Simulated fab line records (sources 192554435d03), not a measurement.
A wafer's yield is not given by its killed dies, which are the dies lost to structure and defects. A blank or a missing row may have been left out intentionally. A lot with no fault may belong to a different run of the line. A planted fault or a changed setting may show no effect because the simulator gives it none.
fab line records	flow n5_finfet
record: lots: 7	wafers: 21
route steps=1938 shown ZERO_LAYER@9 WELL_APT@39 FIN_SAQP@130 SD_EPI_N@267 SDB@368 HKMG_FIN@435 MOL_CONTACT_COAG@608
start_h: hours from the record's first day to the start of the lot's first wafer shown	wait_h: hours since the lot's step before	" identical to the entry in the row above	L1.1+2: a row that stands for several wafers	- no value present, or no start provided	* or withheld: withheld	< > ~ a bound
route shown NAME@n: a module of which the file shows steps, and the number in the route of the first	usual: the fault-free wafers' mean and standard deviation	same: alike in all rows	chamber/n: place in a boat	sites: readings site by site	_std_site: standard deviation across them	_edge_site: inner sites' mean taken away from outer sites' mean	radius_mm: for every site, how far away it sits from the centre of the wafer	mask NAME#n: copy n	behind: the most recent tool/chamber to have shaped the wafer	hold: what put the lot on hold/how long, in hours/how the hold closed	device: the transistor (n, p or np) that didn't switch	end of line: tests run on the same wafers once the route is complete	a step without rows: its recipe alone	killed: count of dies lost to structure and defects at first sort (not the wafer's yield)	map: per-die view of a wafer (x killed, . not killed, _ where there is no die)
set.NAME: the setting the step ran with; set.NAME@STEP: the setting that earlier step ran with	model.NAME: the simulator's own value behind a step, which no gauge read
lots with deliberately changed settings; one table per step, one row per wafer
== steps ==
step: N5_ZERO_LAYER_EXPOSE_08
recipe: mask_id: ZERO	na: 0.55	source_shape: conventional	sigma_outer: 0.8	polarization: unpolarized	defocus_nm: 0	target_cd_nm: 2000	dose_mj: 16.2
lot.wafer	tool	chamber	start_h	wait_h	mask	set.dose_mj
L076.1+4+6	krf_scanner-02	0	24.59	-	ZERO#0	16.2
L077.2+6	krf_scanner-02	0	30.47	-	ZERO#0	16.2
L077.3	"	0	"	"	ZERO#0	17.09
L082.1+5	krf_scanner-02	0	60.46	-	ZERO#0	16.2
L082.4	"	0	"	"	ZERO#0	16.81
L086.2+6	krf_scanner-02	0	84.61	-	ZERO#0	17.39
L086.3	"	0	"	"	ZERO#0	16.2
L093.1+6	krf_scanner-02	0	126.46	-	ZERO#0	16.2
L093.2	"	0	"	"	ZERO#0	15.05
L094.1+6	krf_scanner-01	0	132.69	-	ZERO#0	17.31
L094.3	"	0	"	"	ZERO#0	16.2
L097.2	krf_scanner-02	0	150.47	-	ZERO#0	17.24
L097.3+5	"	0	"	"	ZERO#0	16.2
step: N5_ZERO_LAYER_PEB_09
recipe: peb_temp_c: withheld	peb_time_s: *
step: N5_ZERO_LAYER_DEVELOP_10
recipe: develop_time_s: 60	rinse_liquid: diw	dry: air_spin	dev_temp_c: 21
step: N5_ZERO_LAYER_HARDBAKE_23
recipe: temp_c: 130	time_s: 120
step: N5_ZERO_LAYER_CD_MEAS_11
recipe: target_cd_nm: 2000	landing_energy_ev: 500	detector: se_inlens
usual: cd_nm: 2000.0/2.3
lot.wafer	tool	chamber	start_h	wait_h	set.dose_mj@ZERO_LAYER_EXPOSE_08	cd_nm
L076.1	cd_sem-01	0	24.77	-	16.2	1998.0
L076.4	"	0	"	"	16.2	1997.3
L076.6	"	0	"	"	16.2	2000.3
L077.2	cd_sem-03	0	30.64	-	16.2	1998.9
L077.3	"	0	"	"	17.09	2008.0
L077.6	"	0	"	"	16.2	1995.8
L082.1	cd_sem-01	0	60.64	-	16.2	1994.5
L082.4	"	0	"	"	16.81	2004.4
L082.5	"	0	"	"	16.2	1999.3
L086.2	cd_sem-03	0	84.78	-	17.39	2016.1
L086.3	"	0	"	"	16.2	2000.9
L086.6	"	0	"	"	17.39	2016.0
L093.1	cd_sem-02	0	126.64	-	16.2	1997.4
L093.2	"	0	"	"	15.05	1988.3
L093.6	"	0	"	"	16.2	2000.2
L094.1	cd_sem-03	0	132.87	-	17.31	2012.4
L094.3	"	0	"	"	16.2	1997.7
L094.6	"	0	"	"	17.31	2010.0
L097.2	cd_sem-01	0	150.64	-	17.24	2010.3
L097.3	"	0	"	"	16.2	1999.3
L097.5	"	0	"	"	16.2	1998.6
step: N5_ZERO_LAYER_DESCUM_16
recipe: chemistry: O2	time_s: 7.9	source_power_w: 50	bias_power_w: 20	pressure_mtorr: 20	rf_frequency_hz: 2.712e+07	temp_c: 40	o2_flow_sccm: 225
lot.wafer	tool	chamber	start_h	wait_h	set.time_s	set.dose_mj@ZERO_LAYER_EXPOSE_08	model.ZERO_LAYER.cd_nm
L076.1	rie_diel-01	0	24.81	0.0	7.9	16.2	1998
L076.4	"	3	"	"	7.9	16.2	1997
L076.6	"	1	"	"	7.9	16.2	2000
L077.2	rie_diel-04	0	30.68	0.0	7.9	16.2	1999
L077.3	"	1	"	"	9.513	17.09	2008
L077.6	"	2	"	"	9.513	16.2	1996
L082.1	rie_diel-05	0	60.68	0.0	7.9	16.2	1994
L082.4	"	0	"	"	6.449	16.81	2004
L082.5	"	1	"	"	6.449	16.2	1999
L086.2+6	rie_diel-05	2	84.82	0.0	7.9	17.39	2016
L086.3	"	0	"	"	7.9	16.2	2001
L093.1	rie_diel-01	2	126.73	0.1	7.456	16.2	1998
L093.2	"	1	"	"	7.9	15.05	1988
L093.6	"	0	"	"	7.9	16.2	-
L094.1	rie_diel-05	2	132.91	0.0	7.9	17.31	2012
L094.3	"	0	"	"	7.9	16.2	1998
L094.6	"	0	"	"	7.9	17.31	2010
L097.2	rie_diel-04	0	150.69	0.0	7.9	17.24	2010
L097.3	"	3	"	"	7.9	16.2	2000
L097.5	"	0	"	"	6.213	16.2	1998
step: N5_ZERO_LAYER_ETCH_17
recipe: chemistry: CF4	target: SiO2	target_depth_a: 120	time_s: 13.3	ion_energy_ev: 350	pressure_mtorr: 40	source_w: 450	bias_w: 215	Ar_flow_sccm: 100	cf4_flow_sccm: 100
lot.wafer	tool	chamber	start_h	wait_h	set.dose_mj@ZERO_LAYER_EXPOSE_08	model.ZERO_LAYER.cd_nm
L076.1	rie_diel-01	0	24.84	0.0	16.2	1998
L076.4	"	3	"	"	16.2	1997
L076.6	"	1	"	"	16.2	2001
L077.2	rie_diel-04	0	30.71	0.0	16.2	1999
L077.3	"	1	"	"	17.09	2008
L077.6	"	2	"	"	16.2	1996
L082.1	rie_diel-05	0	60.71	0.0	16.2	1994
L082.4	"	0	"	"	16.81	2004
L082.5	"	1	"	"	16.2	1999
L086.2+6	rie_diel-05	2	84.86	0.0	17.39	2016
L086.3	"	0	"	"	16.2	2001
L093.1	rie_diel-01	2	126.77	0.0	16.2	1998
L093.2	"	1	"	"	15.05	1989
L093.6	"	0	"	"	16.2	2000
L094.1	rie_diel-05	2	132.94	0.0	17.31	2012
L094.3	"	0	"	"	16.2	1997
L094.6	"	0	"	"	17.31	2010
L097.2	rie_diel-04	0	150.72	0.0	17.24	2010
L097.3	"	3	"	"	16.2	2000
L097.5	"	0	"	"	16.2	1998
step: N5_WELL_APT_EXPOSE_22
recipe: mask_id: PWELL	na: 0.8	source_shape: conventional	sigma_outer: 0.8	polarization: unpolarized	defocus_nm: 0	target_cd_nm: 200	dose_mj: 23.2
lot.wafer	tool	chamber	start_h	wait_h	mask	set.dose_mj
L076.1+4+6	krf_scanner-02	0	26.88	-	PWELL#0	23.2
L077.2+6	krf_scanner-01	0	32.85	-	PWELL#0	24.22
L077.3	"	0	"	"	PWELL#0	23.2
L082.1+4+5	krf_scanner-02	0	62.51	-	PWELL#0	23.2
L086.2+3+6	krf_scanner-01	0	86.83	-	PWELL#0	23.2
L093.1+2+6	krf_scanner-02	0	128.58	-	PWELL#0	23.2
L094.1+3+6	krf_scanner-02	0	134.87	-	PWELL#0	23.2
L097.2	krf_scanner-02	0	152.64	-	PWELL#0	24.89
L097.3+5	"	0	"	"	PWELL#0	23.2
step: N5_WELL_APT_PEB_23
recipe: peb_temp_c: 130	peb_time_s: 90
lot.wafer	tool	chamber	start_h	wait_h	set.peb_time_s
L076.1+4+6	litho_track-01	0	26.94	0.1	90
L077.2+6	litho_track-03	0	32.90	0.0	90
L077.3	"	0	"	"	84.84
L082.1	litho_track-03	0	62.57	0.1	90
L082.4+5	"	0	"	"	81.77
L086.2+3+6	litho_track-03	0	86.89	0.0	90
L093.1+2+6	litho_track-01	0	128.64	0.1	90
L094.1+3	litho_track-03	0	134.92	0.1	90
L094.6	"	0	"	"	101.9
L097.2	litho_track-04	0	152.70	0.0	90
L097.3+5	"	0	"	"	79.18
step: N5_WELL_APT_DEVELOP_24
recipe: develop_time_s: 45	rinse_liquid: surfactant_rinse	dry: air_spin	dev_temp_c: 21
step: N5_WELL_APT_HARDBAKE_29
recipe: temp_c: 130	time_s: 120
step: N5_WELL_APT_CD_MEAS_25
recipe: target_cd_nm: 200	landing_energy_ev: 500	detector: se_inlens
usual: cd_nm: 199.6/1.8
lot.wafer	tool	chamber	start_h	wait_h	set.dose_mj@WELL_APT_EXPOSE_22	cd_nm
L076.1	cd_sem-03	0	27.06	-	23.2	201.5
L076.4	"	0	"	"	23.2	194.8
L076.6	"	0	"	"	23.2	197.4
L077.2	cd_sem-01	0	33.02	-	24.22	205.1
L077.3	"	0	"	"	23.2	196.7
L077.6	"	0	"	"	24.22	205.8
L082.1	cd_sem-02	0	62.69	-	23.2	199.8
L082.4	"	0	"	"	23.2	196.4
L082.5	"	0	"	"	23.2	194.0
L086.2	cd_sem-03	0	87.00	-	23.2	199.7
L086.3	"	0	"	"	23.2	202.1
L086.6	"	0	"	"	23.2	199.9
L093.1	cd_sem-01	0	128.75	-	23.2	198.6
L093.2	"	0	"	"	23.2	199.6
L093.6	"	0	"	"	23.2	200.8
L094.1	cd_sem-02	0	135.04	-	23.2	200.6
L094.3	"	0	"	"	23.2	200.8
L094.6	"	0	"	"	23.2	204.4
L097.2	cd_sem-01	0	152.81	-	24.89	211.5
L097.3	"	0	"	"	23.2	191.9
L097.5	"	0	"	"	23.2	191.3
step: N5_WELL_APT_DESCUM_30
recipe: chemistry: O2	time_s: 7.9	source_power_w: 50	bias_power_w: 20	pressure_mtorr: 20	rf_frequency_hz: 2.712e+07	temp_c: 40	o2_flow_sccm: 225
lot.wafer	tool	chamber	start_h	wait_h	set.dose_mj@WELL_APT_EXPOSE_22	model.WELL_APT.cd_nm
L076.1	rie_diel-06	1	27.14	0.0	23.2	201.3
L076.4	"	0	"	"	23.2	194.8
L076.6	"	0	"	"	23.2	197.1
L077.2	rie_diel-06	2	33.10	0.0	24.22	204.9
L077.3	"	1	"	"	23.2	196.5
L077.6	"	2	"	"	24.22	205.8
L082.1	rie_diel-02	1	62.99	0.3	23.2	199.8
L082.4	"	0	"	"	23.2	196.3
L082.5	"	0	"	"	23.2	193.9
L086.2	rie_diel-06	1	87.09	0.0	23.2	199.8
L086.3	"	3	"	"	23.2	202
L086.6	"	1	"	"	23.2	200.4
L093.1	rie_diel-02	2	128.84	0.0	23.2	198.5
L093.2	"	0	"	"	23.2	199.9
L093.6	"	2	"	"	23.2	200.5
L094.1	rie_diel-02	3	135.57	0.5	23.2	200.4
L094.3	"	2	"	"	23.2	200.9
L094.6	"	0	"	"	23.2	204.8
L097.2	rie_diel-06	1	153.24	0.4	24.89	211.6
L097.3	"	0	"	"	23.2	191.9
L097.5	"	1	"	"	23.2	191.5
step: N5_FIN_SAQP_ETCH_65
recipe: chemistry: CF4	target: SiO2	target_depth_a: 40	ion_energy_ev: 350	time_s: 4.4	pressure_mtorr: 10	icp_w: 800	bias_w: 400	cf4_flow_sccm: 80
lot.wafer	tool	chamber	start_h	wait_h	set.time_s	model.etch.depth_nm
L076.1	rie_si-01	0	37.33	0.1	4.4	3.817
L076.4	"	2	"	"	4.4	4.011
L076.6	"	1	"	"	4.4	3.964
L077.2	rie_si-03	1	43.17	0.1	3.611	3.3
L077.3	"	2	"	"	3.611	3.283
L077.6	"	3	"	"	4.4	3.926
L082.1	rie_si-03	3	73.04	0.1	4.4	4.015
L082.4	"	1	"	"	4.119	3.783
L082.5	"	2	"	"	4.119	3.765
L086.2	rie_si-05	3	99.03	0.1	4.4	4.158
L086.3	"	1	"	"	4.4	4.155
L086.6	"	3	"	"	4.4	4.114
L093.1	rie_si-01	2	140.09	0.1	4.4	4.058
L093.2	"	1	"	"	4.4	4.022
L093.6	"	0	"	"	4.4	3.872
L094.1	rie_si-03	3	145.70	0.1	5.044	4.607
L094.3	"	2	"	"	5.044	4.627
L094.6	"	2	"	"	4.4	4.055
L097.2	rie_si-05	0	162.11	0.1	3.454	3.095
L097.3	"	2	"	"	4.4	4.075
L097.5	"	0	"	"	3.454	3.122
step: N5_FIN_SAQP_ETCH_64
recipe: chemistry: CF4	target: SiO2	target_depth_a: 15	ion_energy_ev: 350	pressure_mtorr: 10	icp_w: 800	bias_w: 400	cf4_flow_sccm: 80
lot.wafer	tool	chamber	start_h	wait_h	set.bias_w	model.etch.depth_nm
L076.1	rie_si-05	2	39.08	0.0	400	1.498
L076.4	"	1	"	"	400	1.544
L076.6	"	2	"	"	400	1.511
L077.2	rie_si-01	2	45.48	0.0	400	1.509
L077.3	"	3	"	"	400	1.494
L077.6	"	3	"	"	400	1.503
L082.1	rie_si-01	3	74.74	0.0	435.1	1.566
L082.4	"	0	"	"	400	1.432
L082.5	"	2	"	"	435.1	1.551
L086.2	rie_si-01	3	101.40	0.0	400	1.522
L086.3	"	2	"	"	350.4	1.449
L086.6	"	1	"	"	350.4	1.436
L093.1	rie_si-03	0	141.83	0.0	400	1.485
L093.2	"	1	"	"	400	1.494
L093.6	"	0	"	"	400	1.483
L094.1	rie_si-03	0	147.63	0.0	400	1.493
L094.3	"	1	"	"	464.8	1.579
L094.6	"	2	"	"	464.8	1.574
L097.2	rie_si-05	1	164.15	0.0	350.4	1.52
L097.3	"	3	"	"	400	1.553
L097.5	"	2	"	"	350.4	1.469
step: N5_SD_EPI_N_EXPOSE_06
recipe: mask_id: SD_N_BLK	na: 1.35	source_shape: conventional	sigma_outer: 0.8	polarization: unpolarized	target_cd_nm: 120	dose_mj: 39.75
lot.wafer	tool	chamber	start_h	wait_h	mask	set.dose_mj
L076.1+4+6	arfi_scanner-02	0	62.00	-	SD_N_BLK#0	39.75
L077.2	arfi_scanner-01	0	67.26	-	SD_N_BLK#0	38.63
L077.3+6	"	0	"	"	SD_N_BLK#0	39.75
L082.1+4+5	arfi_scanner-01	0	97.09	-	SD_N_BLK#0	39.75
L086.2+3+6	arfi_scanner-03	0	124.08	-	SD_N_BLK#0	38.29
L093.1+2	arfi_scanner-02	0	164.39	-	SD_N_BLK#0	39.75
L093.6	"	0	"	"	SD_N_BLK#0	41.05
L094.1+3	arfi_scanner-01	0	169.98	-	SD_N_BLK#0	39.75
L094.6	"	0	"	"	SD_N_BLK#0	42.52
L097.2+3	arfi_scanner-03	0	185.26	-	SD_N_BLK#0	39.75
L097.5	"	0	"	"	SD_N_BLK#0	38.59
step: N5_SD_EPI_N_PEB_07
recipe: peb_temp_c: 110	peb_time_s: 60	resist: CAR-ArF-block
step: N5_SD_EPI_N_DEVELOP_08
recipe: develop_time_s: 30	developer: TMAH	resist: CAR-ArF-block	dev_temp_c: 23	rinse_liquid: diw	dry: air_spin
step: N5_SD_EPI_N_CD_MEAS_09
recipe: target_cd_nm: 120	landing_energy_ev: 500	detector: se_inlens
usual: cd_nm: 120.3/0.92
lot.wafer	tool	chamber	start_h	wait_h	set.dose_mj@SD_EPI_N_EXPOSE_06	cd_nm
L076.1	cd_sem-01	0	62.12	-	39.75	119.1
L076.4	"	0	"	"	39.75	120.6
L076.6	"	0	"	"	39.75	119.2
L077.2	cd_sem-01	0	67.38	-	38.63	116.5
L077.3	"	0	"	"	39.75	119.5
L077.6	"	0	"	"	39.75	118.6
L082.1	cd_sem-01	0	97.22	-	39.75	121.5
L082.4	"	0	"	"	39.75	120.7
L082.5	"	0	"	"	39.75	121.5
L086.2	cd_sem-01	0	124.20	-	38.29	117.3
L086.3	"	0	"	"	38.29	118.4
L086.6	"	0	"	"	38.29	116.3
L093.1	cd_sem-03	0	164.51	-	39.75	119.6
L093.2	"	0	"	"	39.75	119.0
L093.6	"	0	"	"	41.05	123.1
L094.1	cd_sem-01	0	170.11	-	39.75	119.9
L094.3	"	0	"	"	39.75	120.5
L094.6	"	0	"	"	42.52	124.8
L097.2	cd_sem-03	0	185.38	-	39.75	121.6
L097.3	"	0	"	"	39.75	121.8
L097.5	"	0	"	"	38.59	119.2
step: N5_SD_EPI_N_DESCUM_14
recipe: chemistry: O2	time_s: 7.9	source_power_w: 50	bias_power_w: 20	pressure_mtorr: 20	rf_frequency_hz: 2.712e+07	temp_c: 40	resist: CAR-ArF-block	o2_flow_sccm: 225
lot.wafer	tool	chamber	start_h	wait_h	set.dose_mj@SD_EPI_N_EXPOSE_06	model.SD_EPI_N.cd_nm
L076.1+6	rie_diel-02	1,0	62.26	0.1	39.75	119.2
L076.4	"	3	"	"	39.75	120.2
L077.2	rie_diel-06	1	67.46	0.0	38.63	116.2
L077.3	"	0	"	"	39.75	119.6
L077.6	"	1	"	"	39.75	118.8
L082.1	rie_diel-02	0	97.34	0.1	39.75	121.6
L082.4	"	3	"	"	39.75	120.8
L082.5	"	2	"	"	39.75	121.2
L086.2	rie_diel-06	3	124.29	0.0	38.29	117.2
L086.3	"	1	"	"	38.29	118.6
L086.6	"	2	"	"	38.29	116.2
L093.1	rie_diel-02	3	164.60	0.0	39.75	119.6
L093.2	"	1	"	"	39.75	119.2
L093.6	"	0	"	"	41.05	123
L094.1	rie_diel-02	2	170.45	0.3	39.75	120
L094.3	"	1	"	"	39.75	120.4
L094.6	"	2	"	"	42.52	124.6
L097.2	rie_diel-03	3	185.88	0.4	39.75	121.8
L097.3	"	0	"	"	39.75	121.6
L097.5	"	1	"	"	38.59	119
step: N5_SD_EPI_N_ETCH_34
recipe: chemistry: CF4	target: SiARC	target_depth_a: 455	mask_material: CAR-ArF-block	time_s: 75.8	ion_energy_ev: 80	pressure_mtorr: 40	source_w: 545	bias_w: 36	Ar_flow_sccm: 100	cf4_flow_sccm: 100	ends: cleared
lot.wafer	tool	chamber	start_h	wait_h	set.dose_mj@SD_EPI_N_EXPOSE_06	model.SD_EPI_N.cd_nm
L076.1	rie_diel-02	1	62.30	0.0	39.75	119.4
L076.4	"	3	"	"	39.75	120.4
L076.6	"	0	"	"	39.75	119.2
L077.2	rie_diel-06	1	67.50	0.0	38.63	116.6
L077.3	"	0	"	"	39.75	119.8
L077.6	"	1	"	"	39.75	119
L082.1	rie_diel-02	0	97.38	0.0	39.75	121.4
L082.4	"	3	"	"	39.75	121
L082.5	"	2	"	"	39.75	121.6
L086.2	rie_diel-06	3	124.32	0.0	38.29	117.2
L086.3	"	1	"	"	38.29	118.8
L086.6	"	2	"	"	38.29	116.6
L093.1	rie_diel-02	3	164.64	0.0	39.75	119.8
L093.2	"	1	"	"	39.75	119.6
L093.6	"	0	"	"	41.05	122.8
L094.1	rie_diel-02	2	170.49	0.0	39.75	120.2
L094.3	"	1	"	"	39.75	120.6
L094.6	"	2	"	"	42.52	124.8
L097.2	rie_diel-03	3	185.92	0.0	39.75	122
L097.3	"	0	"	"	39.75	121.6
L097.5	"	1	"	"	38.59	119
step: N5_SDB_ETCH_25
recipe: chemistry: C4F6/O2	target: SiO2	target_depth_a: 100	time_s: 3.3	ion_energy_ev: 250	mask_material: SiNx	pressure_mtorr: 30	source_w: 345	bias_w: 185	Ar_flow_sccm: 300	C4F6_flow_sccm: 10	O2_flow_sccm: 10
lot.wafer	tool	chamber	start_h	wait_h	set.time_s	model.etch.depth_nm
L076.1	rie_diel-03	2	79.57	0.1	3.3	10.21
L076.4	"	1	"	"	3.3	10.35
L076.6	"	3	"	"	3.3	10.33
L077.2	rie_diel-06	3	84.49	0.2	3.3	9.684
L077.3	"	1	"	"	3.3	9.863
L077.6	"	0	"	"	3.759	11.26
L082.1	rie_diel-02	2	115.26	0.5	3.3	10.24
L082.4	"	1	"	"	3.925	12.21
L082.5	"	3	"	"	3.925	12.23
L086.2	rie_diel-03	2	143.49	0.7	3.762	11.59
L086.3	"	0	"	"	3.762	11.42
L086.6	"	3	"	"	3.3	10.31
L093.1	rie_diel-03	2	184.16	0.0	3.3	10.21
L093.2	"	1	"	"	3.004	9.467
L093.6	"	3	"	"	3.3	10.27
L094.1	rie_diel-02	0	192.47	0.8	3.581	11.07
L094.3	"	2	"	"	3.3	10.13
L094.6	"	0	"	"	3.3	10.15
L097.2	rie_diel-06	0	205.38	0.5	3.3	9.793
L097.3	"	1	"	"	3.3	9.753
L097.5	"	0	"	"	3.3	9.791
step: N5_HKMG_FIN_ETCH_32
recipe: chemistry: N2/H2	target: SOC	target_depth_a: 2400	temp_c: 40	time_s: 300	ion_energy_ev: 200	mask_material: SiARC	pressure_mtorr: 30	source_w: 840	bias_w: 150	n2_flow_sccm: 200	h2_flow_sccm: 200
usual: rf_vpp_V: 524.1/2.3
lot.wafer	tool	chamber	start_h	wait_h	set.bias_w	rf_vpp_V	model.SiARC_of_HKMG_FIN_COAT_30.thk_nm
L076.1	rie_diel-06	1	88.22	0.0	150	527.0	21
L076.4	"	1	"	"	150	525.8	21.2
L076.6	"	0	"	"	150	523.8	21.2
L077.2	rie_diel-06	1	93.27	0.0	134.2	491.5	23.2
L077.3	"	0	"	"	150	523.9	21.6
L077.6	"	1	"	"	134.2	491.1	23.4
L082.1	rie_diel-03	3	123.81	0.0	150	524.8	20.8
L082.4	"	1	"	"	150	522.9	19.8
L082.5	"	2	"	"	171.7	574.8	18
L086.2	rie_diel-06	3	152.36	0.0	150	523.1	21.8
L086.3	"	2	"	"	141.5	509.7	21.8
L086.6	"	0	"	"	150	523.9	21.4
L093.1	rie_diel-02	1	194.14	0.0	150	525.5	20.8
L093.2	"	2	"	"	150	521.9	20.8
L093.6	"	3	"	"	150	524.9	20.6
L094.1	rie_diel-03	3	201.24	0.0	140.2	501.9	22.6
L094.3	"	2	"	"	140.2	504.6	22
L094.6	"	0	"	"	140.2	497.5	22
L097.2	rie_diel-03	1	214.19	0.0	125.9	468.8	23
L097.3	"	0	"	"	125.9	464.1	24
L097.5	"	1	"	"	150	524.2	20.2
step: N5_MOL_CONTACT_COAG_ALD_133
recipe: material: SiO2	target_thk_a: 50	temp_c: 100	ald_precursor_family: BDEAS	ald_co_reactant: O2-plasma	pulse_time_s: 1	co_reactant_pulse_time_s: 1	purge_time_s: 2	co_reactant_purge_time_s: 2	ald_cycles: 35	pressure_torr: 2
lot.wafer	tool	chamber	start_h	wait_h	set.ald_cycles	model.SiO2_of_MOL_CONTACT_COAG_ALD_133.thk_nm
L076.1+4+6	ald_sin-04	1,0,1	112.81	0.1	35	5
L077.2+3	ald_sin-04	1,3	116.80	0.1	33	4.6
L077.6	"	2	"	"	35	5
L082.1+4	ald_sin-01	0,3	147.92	0.1	35	5
L082.5	"	2	"	"	39	5.6
L086.2+6	ald_sin-01	3,2	175.11	0.2	35	5
L086.3	"	1	"	"	40	5.8
L093.1+2	ald_sin-01	0,2	216.60	0.1	38	5.4
L093.6	"	3	"	"	35	5
L094.1+3+6	ald_sin-01	1,3,1	225.68	0.1	35	5
L097.2+5	ald_sin-04	2	239.85	0.1	32	4.6
L097.3	"	0	"	"	35	5
== key ==
split: step: N5_ZERO_LAYER_EXPOSE_08	setting: dose_mj	stated: 16.2	by: wafer
response: step: N5_ZERO_LAYER_CD_MEAS_11	reading: cd_nm	change: +1.85	per: 1%	r: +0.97
response: step: N5_ZERO_LAYER_DESCUM_16	reading: model.ZERO_LAYER.cd_nm	change: +1.84	per: 1%	r: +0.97
response: step: N5_ZERO_LAYER_ETCH_17	reading: model.ZERO_LAYER.cd_nm	change: +1.85	per: 1%	r: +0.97
split: step: N5_ZERO_LAYER_DESCUM_16	setting: time_s	stated: 7.9	by: wafer
response none clear
split: step: N5_WELL_APT_EXPOSE_22	setting: dose_mj	stated: 23.2	by: wafer
response: step: N5_WELL_APT_CD_MEAS_25	reading: cd_nm	change: +2.53	per: 1%	r: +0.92
response: step: N5_WELL_APT_DESCUM_30	reading: model.WELL_APT.cd_nm	change: +2.54	per: 1%	r: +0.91
split: step: N5_WELL_APT_PEB_23	setting: peb_time_s	stated: 90	by: wafer
response none clear
split: step: N5_FIN_SAQP_ETCH_65	setting: time_s	stated: 4.4	by: wafer
response: step: N5_FIN_SAQP_ETCH_65	reading: model.etch.depth_nm	change: +0.0403	per: 1%	r: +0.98
split: step: N5_FIN_SAQP_ETCH_64	setting: bias_w	stated: 400	by: wafer
response: step: N5_FIN_SAQP_ETCH_64	reading: model.etch.depth_nm	change: +0.00644	per: 1%	r: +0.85
split: step: N5_SD_EPI_N_EXPOSE_06	setting: dose_mj	stated: 39.75	by: wafer
response: step: N5_SD_EPI_N_CD_MEAS_09	reading: cd_nm	change: +0.773	per: 1%	r: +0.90
response: step: N5_SD_EPI_N_DESCUM_14	reading: model.SD_EPI_N.cd_nm	change: +0.776	per: 1%	r: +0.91
response: step: N5_SD_EPI_N_ETCH_34	reading: model.SD_EPI_N.cd_nm	change: +0.751	per: 1%	r: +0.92
split: step: N5_SDB_ETCH_25	setting: time_s	stated: 3.3	by: wafer
response: step: N5_SDB_ETCH_25	reading: model.etch.depth_nm	change: +0.0994	per: 1%	r: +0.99
split: step: N5_HKMG_FIN_ETCH_32	setting: bias_w	stated: 150	by: wafer
response: step: N5_HKMG_FIN_ETCH_32	reading: rf_vpp_V	change: +3.42	per: 1%	r: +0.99
response: step: N5_HKMG_FIN_ETCH_32	reading: model.SiARC_of_HKMG_FIN_COAT_30.thk_nm	change: -0.173	per: 1%	r: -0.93
split: step: N5_MOL_CONTACT_COAG_ALD_133	setting: ald_cycles	stated: 35	by: wafer
response: step: N5_MOL_CONTACT_COAG_ALD_133	reading: model.SiO2_of_MOL_CONTACT_COAG_ALD_133.thk_nm	change: +0.0533	per: 1%	r: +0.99
